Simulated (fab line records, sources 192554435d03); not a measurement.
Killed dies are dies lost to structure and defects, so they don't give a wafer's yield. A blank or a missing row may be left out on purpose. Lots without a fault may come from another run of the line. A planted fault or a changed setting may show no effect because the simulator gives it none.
Chamber matching | flow n5_finfet | N5_FIN_SAQP_ETCH_51 on rie_diel-02: 4 sister chambers
The step etches SiARC in CF4, target depth 45.5 nm, time 75.8 s. 8 wafers are shown with their chamber, then 7 later ones without.

WAFERS WITH THEIR CHAMBER
wafer  | chamber | drypump_motor_current_A (A) | throttle_valve_pct (%)
L074.2 | 2       | 5.4                         | 15.83
L076.1 | 3       | 6.5                         | 15.41
L079.5 | 1       | 5.4                         | 15.71
L083.2 | 0       | 5.6                         | 15.61
L083.5 | 0       | 5.6                         | 15.62
L083.6 | 1       | 5.3                         | 15.74
L084.1 | 2       | 5.4                         | 15.89
L084.5 | 3       | 6.5                         | 15.45

WAFERS WITHOUT THEIR CHAMBER
wafer  | drypump_motor_current_A (A) | throttle_valve_pct (%)
L084.6 | 5.4                         | 15.88
L086.1 | 5.6                         | 15.64
L086.5 | 5.6                         | 15.65
L086.6 | 6.6                         | 15.46
L096.2 | 5.3                         | 15.77
L096.3 | 5.6                         | 15.69
L096.6 | 5.6                         | 15.67

WHICH CHAMBER EACH WENT THROUGH
wafer  | from the rows above | in truth
L084.6 | 2                   | 2
L086.1 | 0                   | 0
L086.5 | 0                   | 0
L086.6 | 3                   | 3
L096.2 | 1                   | 1
L096.3 | 0                   | 0
L096.6 | 0                   | 0
Placed correctly: 7 of 7. Can't be placed from these rows: 0. Placed wrongly: 0.
How it was worked out, from the rows above alone: a wafer's distance from a chamber is the root of the sum, over the readings, of the square of ((its reading less the chamber's mean) divided by the reading's scatter). The wafer belongs to the nearest chamber; if the next one is less than 2 further off, it can't be placed. A chamber's mean is the mean of its shown wafers. The scatter: the root of (the sum of the squares of (reading less its chamber's mean) over the shown wafers, divided by (wafers less chambers)).
